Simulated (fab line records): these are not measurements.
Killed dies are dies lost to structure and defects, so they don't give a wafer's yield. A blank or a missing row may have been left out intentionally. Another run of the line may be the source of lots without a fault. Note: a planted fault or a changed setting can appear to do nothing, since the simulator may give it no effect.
Problem report, 8D (eight disciplines) form, completed by code ; flow nand_harc ; the parts of the form that need people (team, actions taken, sign-off) are left out

== 1. PROBLEM STATEMENT ==
Wafers with no fault read 2.7 with a standard deviation of 1.9, whereas killed_at_periphery at NHARC_END_SORT_01 reads a mean of 638.0 on 1 wafer of 1 lot. So: +99 or more standard deviations from the usual mean.
First seen on wafer L490.2, day 24 04:55, on prober-02. The record holds 3 wafers of 1 lot with a number at this step. Rule for "out" (also "out of limits"): further than 4 standard deviations from the usual mean. All remaining wafers that have a number are taken as sound.

== 2. WHAT IT IS, AND WHAT IT ISN'T ==
question;is;is not
which readings at this step;killed_at_periphery, defect_limited_yield, killed_dies, sort_bin_2_pct, sort_n_pass, sort_rim_yield_pct, sort_yield_pct;killed_at_array, killed_at_other, killed_open, killed_short, sort_bin_3_pct, sort_bin_4_pct
which lots;L490;-
which wafers of those lots;L490.2;L490.3, L490.6
read on which gauges;prober-02;-
when;from day 24 04:55;"up to then (0 sound wafers); but 2 sound wafers of L490 came after"

== 3. THE SUSPECTS, EACH WITH WHAT RULES IT OUT ==
Counting: a tool at a process step up to the reading stays a suspect if it ran every lot that is out. Sound lots after the first of them don't rule it out here, since some wafers of a struck lot are sound.
- ruled out: the gauge at NHARC_END_SORT_01. All the wafers that are out were read on prober-02, but those of them that NHARC_P_M0_ETCH_15 has rows for are out there too, on other tools.
- pecvd-01 at NHARC_P_CONTACT_DEP_00 (deposits SiO2, target thk 500 nm): kept. It ran the lot that is out, L490 (day 9 15:03). NHARC_P_CONTACT_DEP_00 gives no start for some lots, so the hours and the order of its lots are those of NHARC_P_CONTACT_OVL_MEAS_13.
- rie_diel-06 at NHARC_P_CONTACT_ETCH_35 (etches the open film in CF4, target depth 39 nm, time 65 s): kept. It ran the lot that is out, L490 (day 9 15:15).
- rie_diel-08 at NHARC_P_M0_ETCH_15 (etches the open film in C4F8/Ar, target depth 150 nm, overetch 15 nm, time 82.5 s): kept. It ran the lot that is out, L490 (day 10 00:43). Its own readings are out on those wafers: run_length_s.
- Within pecvd-01 at NHARC_P_CONTACT_DEP_00: the wafers that are out ran in chamber 1; their sound lot-mates ran in chamber 0.
- Within rie_diel-06 at NHARC_P_CONTACT_ETCH_35: the wafers that are out ran in chamber 3; their sound lot-mates ran in chamber 0.
- rie_diel-08, NHARC_P_M0_ETCH_15: wafers that are out in chamber 0, sound lot-mates in chambers 1, 2.
After the count, these remain: pecvd-01 at NHARC_P_CONTACT_DEP_00, rie_diel-06 at NHARC_P_CONTACT_ETCH_35 and rie_diel-08 at NHARC_P_M0_ETCH_15.

== 4. THE CAUSE (what the simulator had put in) ==
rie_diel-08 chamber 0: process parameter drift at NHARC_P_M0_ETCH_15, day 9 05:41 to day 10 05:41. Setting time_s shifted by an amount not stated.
Counting leaves 3 suspects; this tool is one of them.

== 5. THE EFFECT CHAIN, in route order ==
Rows list readings where the struck wafers' mean (over those with a number) sits beyond 3 standard deviations from the usual. Scope: only readings with a usual standard deviation given in the record; hours: median across lots of the time from each lot's start at the first step in this table that gives one to its start at this step; sigmas: change in usual standard deviations.
hours;step;reading;usual;on struck wafers;change;sigmas
0;NHARC_P_M0_ETCH_15;run_length_s;103.7 s;92.6;-11.1;-28
340;NHARC_END_SORT_01;defect_limited_yield;95.3 %;1.0;-94.3;-55
340;NHARC_END_SORT_01;killed_at_periphery;2.7;638.0;+635.3;+99 or more
340;NHARC_END_SORT_01;killed_dies;32;670;+638;+53
340;NHARC_END_SORT_01;sort_bin_2_pct;1.5 %;95.3;+93.8;+99 or more
340;NHARC_END_SORT_01;sort_n_pass;645;7;-638;-53
340;NHARC_END_SORT_01;sort_rim_yield_pct;95 %;0;-95;-31
340;NHARC_END_SORT_01;sort_yield_pct;95.3 %;1.0;-94.3;-55
Its process steps:
- NHARC_P_M0_ETCH_15: etches the open film in C4F8/Ar, target depth 150 nm, overetch 15 nm, time 82.5 s.
Readings that are blank on the struck wafers while sound wafers have them: bias_w at NHARC_P_M0_ETCH_15.

== 6. HOW IT WOULD HAVE BEEN CAUGHT EARLIER ==
Counted from the fault's start at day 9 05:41, it took 359 hours until the first out-of-limits reading at a measuring or inspecting step in this record, taken at day 24 04:55.
The tool's own readings at NHARC_P_M0_ETCH_15 were out on every struck wafer that the step has a row for (run_length_s): an alarm limit on them would have fired on the first of those.
Lots out: 1; all had begun NHARC_P_M0_ETCH_15 on rie_diel-08 by day 24 04:55. A hold on the tool at that time would have spared none of them.
